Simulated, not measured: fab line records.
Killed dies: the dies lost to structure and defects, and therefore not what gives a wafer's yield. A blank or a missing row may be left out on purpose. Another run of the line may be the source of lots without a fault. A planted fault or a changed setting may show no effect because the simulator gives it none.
Code-filled problem report in 8D (eight disciplines) form    flow n5-finfet    the parts of the form that need people (team, actions taken, sign-off) are left out

1. WHAT IS WRONG
Mean of time-to-endpoint-s at N5_BEOL_M1_CMP_52: 104 s across 3 wafers in 2 lots; on wafers with no fault it is 63 s (standard deviation 4.1). That is +10 standard deviations from the usual mean.
The step: polishes, stops on SiOC, t overpolish 6.8 s, target thk 40 nm.
First seen on wafer L750.3, day 9 18:13, on cmp-04. Wafers with a number at this step in the record: 32, from 11 lots. By rule, "out" or "out of limits" means more than 4 standard deviations away from the usual mean. The other wafers with a number count as sound.

2. WHAT THIS IS AND IS NOT
question                     is                      is not
which readings at this step  time-to-endpoint-s      motor-current-A
which lots                   L750, L754              L741, L742, L743, L744, L746, L751, L755, L757, L763
which wafers of those lots   L750.3, L754.1, L754.6  L750.2, L750.6, L754.2
read on which tools          cmp-03, cmp-04          -
when                         from day 9 18:13        up to then (19 sound wafers); but 10 sound wafers of L754, L755, L757, L763 came after

3. THE SUSPECTS, EACH WITH WHAT RULES IT OUT
Counting: a tool at a process step up to the reading stays a suspect if it ran every lot that is out. Sound lots after the first of them don't rule it out here, since some wafers of a struck lot are sound.
- ecd-cu-01 at N5_BEOL_M1_ECD_50 (material Cu, target thk 300 nm): kept. Ran every lot that is out, first one L750 (day 9 17:42); last sound lot up to then L751 (day 9 11:56).
After counting, what remains is ecd-cu-01 at N5_BEOL_M1_ECD_50.

4. THE CAUSE (what the simulator had put in)
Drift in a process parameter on ecd-cu-01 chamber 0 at N5_BEOL_M1_ECD_50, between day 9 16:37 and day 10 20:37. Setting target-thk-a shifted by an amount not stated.
Only this tool survived the counting.

5. SEQUENCE OF EFFECTS, ordered by route
Each row: a reading whose mean over the struck wafers that have a number lies more than 3 standard deviations from the usual. Only readings whose record carries a usual standard deviation are examined. hours: median over the lots of the time between each lot's start at the first step of this table that gives one and its start at this step. sigmas: the change, counted in usual standard deviations.
hours  step               reading             usual  on struck wafers  change  sigmas
0      N5_BEOL_M1_CMP_52  time-to-endpoint-s  63 s   104               +41     +10
It contains these process steps:
- N5_BEOL_M1_CMP_52: polishes, stops on SiOC, t overpolish 6.8 s, target thk 40 nm.
Later steps that measure or inspect, where all struck wafers having a row at the step show a number for every such reading and not one has moved that far: N5_BEOL_M4_RC_MEAS_101.

6. HOW IT WOULD HAVE BEEN CAUGHT EARLIER
In this record the first reading out of limits was taken at day 9 18:13, 2 hours after the fault began at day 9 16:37.
Lots out: 2; of these, L754 started N5_BEOL_M1_ECD_50 on ecd-cu-01 after day 9 18:13. A tool hold placed at that time would have kept it from harm.
